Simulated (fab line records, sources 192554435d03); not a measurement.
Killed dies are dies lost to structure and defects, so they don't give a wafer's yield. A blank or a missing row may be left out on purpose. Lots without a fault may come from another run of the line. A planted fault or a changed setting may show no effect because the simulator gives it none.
Problem report in the 8D (eight disciplines) form, filled by code | flow n5_finfet | the parts of the form that need people (team, actions taken, sign-off) are left out

1. THE PROBLEM
trench_depth_nm at N5_BEOL_M11_OCD_MEAS_38 reads a mean of 134.1 nm on 6 wafers of 2 lots; wafers without a fault read 148.2 nm with a standard deviation of 2.8. That is -5.0 standard deviations from the usual mean.
First seen on wafer L729.1, day 14 05:07, on ocd-02. The record holds 27 wafers of 9 lots with a number at this step. Rule for "out", or "out of limits": more than 4 standard deviations from the usual mean. The other wafers with a number count as sound.

2. WHAT IT IS AND WHAT IT IS NOT
question                    | is                     | is not
which readings at this step | trench_depth_nm        | -
which lots                  | L729, L733             | L715, L719, L720, L721, L723, L724, L736
which wafers of those lots  | all that have a number | -
read on which gauges        | ocd-01, ocd-02         | -
when                        | from day 14 05:07      | up to then (18 sound wafers); but 3 sound wafers of L736 came after

3. SUSPECTS, AND WHAT RULES EACH OUT
Counting: a tool at a process step up to the reading stays a suspect if it ran every lot that is out and no sound lot after the first of them.
- the gauge at N5_BEOL_M11_OCD_MEAS_38: ruled out. The wafers that are out were read on 2 gauges (ocd-01, ocd-02).
- rie_diel-02 at N5_BEOL_M11_STRIP_36 (strips in N2/H2): kept. It ran every lot that is out, first L729 (day 14 04:53), and no sound lot after that; its last sound lot up to then is L721 (day 12 16:16).
- rie_diel-02 at N5_BEOL_M11_TRENCH_ETCH_37 (etches SiCOH lowk in C4F6/O2, target depth 148.83 nm, time 48 s): kept. It ran every lot that is out, first L729 (day 14 04:56), and no sound lot after that; its last sound lot up to then is L721 (day 12 16:18). Its own readings are out on those wafers: rf_fwd_power_W, rf_vpp_V.
Left after counting: rie_diel-02 at N5_BEOL_M11_STRIP_36, rie_diel-02 at N5_BEOL_M11_TRENCH_ETCH_37.

4. THE CAUSE (what the simulator had put in)
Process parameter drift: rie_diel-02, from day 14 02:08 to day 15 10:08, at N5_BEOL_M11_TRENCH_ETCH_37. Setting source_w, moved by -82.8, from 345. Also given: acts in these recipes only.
Counting left 2 suspects, and this tool is among them.

5. THE CHAIN OF EFFECTS, in route order
Each row: a reading whose mean over the struck wafers that have a number lies more than 3 standard deviations from the usual. Only readings for which the record gives a usual standard deviation are gone through. hours: the time from each lot's start at the first step in this table that gives one to its start at this step, as a median over the lots. sigmas: the change in usual standard deviations.
hours | step                       | reading         | usual        | on struck wafers | change | sigmas
0     | N5_BEOL_M11_TRENCH_ETCH_37 | rf_fwd_power_W  | 341.5 W      | 259.4            | -82.1  | -59
0     | N5_BEOL_M11_TRENCH_ETCH_37 | rf_vpp_V        | 669 V        | 780              | +110   | +11
0     | N5_BEOL_M11_OCD_MEAS_38    | trench_depth_nm | 148.2 nm     | 134.1            | -14.1  | -5.0
4     | N5_BEOL_M11_THK_MEAS_53    | M11_THK         | 142 nm       | 128              | -14    | -4.3
4     | N5_BEOL_M11_RS_MEAS_57     | M11_RS          | 0.152 ohm/sq | 0.170            | +0.018 | +5.2
The process steps in it:
- N5_BEOL_M11_TRENCH_ETCH_37: etches SiCOH lowk in C4F6/O2, target depth 148.83 nm, time 48 s.

6. WHAT WOULD HAVE CAUGHT IT SOONER
In this record the first reading out of limits at a measuring or inspecting step was taken at day 14 05:07, 3 hours after the fault began at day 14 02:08.
The tool's own readings at N5_BEOL_M11_TRENCH_ETCH_37 were out on every struck wafer that the step has a row for (rf_fwd_power_W, rf_vpp_V): an alarm limit on them would have fired on the first of those.
Of the lots that are out (2), L733 began N5_BEOL_M11_TRENCH_ETCH_37 on rie_diel-02 after day 14 05:07. A hold on the tool at that time would have spared it.
